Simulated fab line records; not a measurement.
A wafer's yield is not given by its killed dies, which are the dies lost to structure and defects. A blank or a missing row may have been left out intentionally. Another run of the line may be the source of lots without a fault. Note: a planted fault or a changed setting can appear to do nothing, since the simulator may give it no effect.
Chamber matching | flow n5 finfet | rie diel-04 running N5_GATE_CUT_STRIP_42: 4 sister chambers
The step strips in O2. 14 wafers are shown with their chamber, then 7 later ones without.

WAFERS WITH THEIR CHAMBER
wafer  | chamber | showerhead plenum p Torr (Torr) | throttle valve pct (%) | oes product au (a.u.)
L704.2 | 0       | 2.06                            | 16.44                  | 0.99
L704.3 | 1       | 2.15                            | 16.68                  | 0.93
L704.5 | 1       | 2.14                            | 16.68                  | 0.93
L707.1 | 2       | 2.01                            | 16.73                  | 0.72
L707.2 | 0       | 2.06                            | 16.45                  | 0.97
L707.4 | 3       | 2.03                            | 16.77                  | 0.80
L712.2 | 3       | 2.03                            | 16.77                  | 0.80
L712.4 | 1       | 2.14                            | 16.70                  | 0.90
L712.5 | 0       | 2.06                            | 16.47                  | 0.94
L715.3 | 2       | 2.00                            | 16.77                  | 0.71
L715.4 | 3       | 2.03                            | 16.80                  | 0.79
L715.5 | 1       | 2.14                            | 16.70                  | 0.89
L716.1 | 3       | 2.03                            | 16.78                  | 0.79
L716.2 | 2       | 2.00                            | 16.77                  | 0.70

SIGNATURES (means of the wafers above)
reading                  | chamber 0 | chamber 1 | chamber 2 | chamber 3 | scatter within a chamber
showerhead plenum p Torr | 2.0600    | 2.1425    | 2.0033    | 2.0300    | 0.00376
throttle valve pct       | 16.4533   | 16.6900   | 16.7567   | 16.7800   | 0.0159
oes product au           | 0.9667    | 0.9125    | 0.7100    | 0.7950    | 0.0169
Rule: distance of a wafer from a chamber = root of the sum over the readings of ((wafer's reading minus chamber's mean) / reading's scatter) squared. The wafer belongs to the nearest chamber; if the next one is less than 2 further off, it can't be placed. The scatter: the root of (the sum of the squares of (reading less its chamber's mean) over the shown wafers, divided by (wafers less chambers)).

WAFERS WHOSE CHAMBER IS MISSING
wafer  | showerhead plenum p Torr (Torr) | throttle valve pct (%) | oes product au (a.u.)
L716.5 | 2.14                            | 16.70                  | 0.88
L722.3 | 2.02                            | 16.80                  | 0.77
L722.4 | 2.00                            | 16.78                  | 0.69
L722.5 | 2.02                            | 16.82                  | 0.78
L723.1 | 2.02                            | 16.82                  | 0.78
L723.3 | 2.13                            | 16.75                  | 0.86
L723.4 | 2.00                            | 16.79                  | 0.70

WHICH CHAMBER EACH WENT THROUGH
wafer  | from the rows above | in truth
L716.5 | 1                   | 1
L722.3 | 3                   | 3
L722.4 | 2                   | 2
L722.5 | 3                   | 3
L723.1 | 3                   | 3
L723.3 | 1                   | 1
L723.4 | 2                   | 2
Placed correctly: 7 of 7. Left unplaced by these rows: 0. Number placed wrongly: 0.
